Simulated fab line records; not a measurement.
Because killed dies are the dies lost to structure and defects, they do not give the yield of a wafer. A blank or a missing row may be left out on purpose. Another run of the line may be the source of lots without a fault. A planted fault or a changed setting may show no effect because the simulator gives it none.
Matching of chambers + flow n5 finfet + N5_MOL_CONTACT_COAG_ETCH_105 on rie diel-03: 4 sister chambers
The step etches SiARC in CF4, target depth 15.6 nm, time 26 s. 4 wafers are shown with their chamber, then 10 later ones without.

## WAFERS, EACH WITH ITS CHAMBER
| wafer  | chamber | drypump motor current A (A) |
|--------|---------|-----------------------------|
| L081.6 | 0       | 6.2                         |
| L084.5 | 2       | 6.0                         |
| L089.3 | 3       | 5.6                         |
| L089.4 | 1       | 5.2                         |

## WAFERS MISSING THEIR CHAMBER
| wafer  | drypump motor current A (A) |
|--------|-----------------------------|
| L089.6 | 6.0                         |
| L092.2 | 6.3                         |
| L092.4 | 5.2                         |
| L092.5 | 6.3                         |
| L094.2 | 6.3                         |
| L094.4 | 6.0                         |
| L094.6 | 6.0                         |
| L096.2 | 6.0                         |
| L096.4 | 5.2                         |
| L096.6 | 6.0                         |

## WHICH CHAMBER EACH ONE RAN IN
| wafer  | from the rows above | in truth |
|--------|---------------------|----------|
| L089.6 | 2                   | 2        |
| L092.2 | 0                   | 0        |
| L092.4 | 1                   | 1        |
| L092.5 | 0                   | 0        |
| L094.2 | 0                   | 0        |
| L094.4 | 2                   | 2        |
| L094.6 | 2                   | 2        |
| L096.2 | 2                   | 2        |
| L096.4 | 1                   | 1        |
| L096.6 | 2                   | 2        |
10 of 10 placed correctly. Number that these rows cannot place: 0. 0 placed wrongly.
How it was worked out, from the rows above alone: a wafer's distance from a chamber is the root of the sum, over the readings, of the square of ((its reading less the chamber's mean) divided by the reading's scatter). The wafer belongs to the nearest chamber; if the next one is less than 2 further off, it can't be placed. A chamber's mean is the mean of its shown wafers. The scatter: with one shown wafer a chamber, the root of the mean of the squares of how far each hidden wafer lies from its nearest shown one.
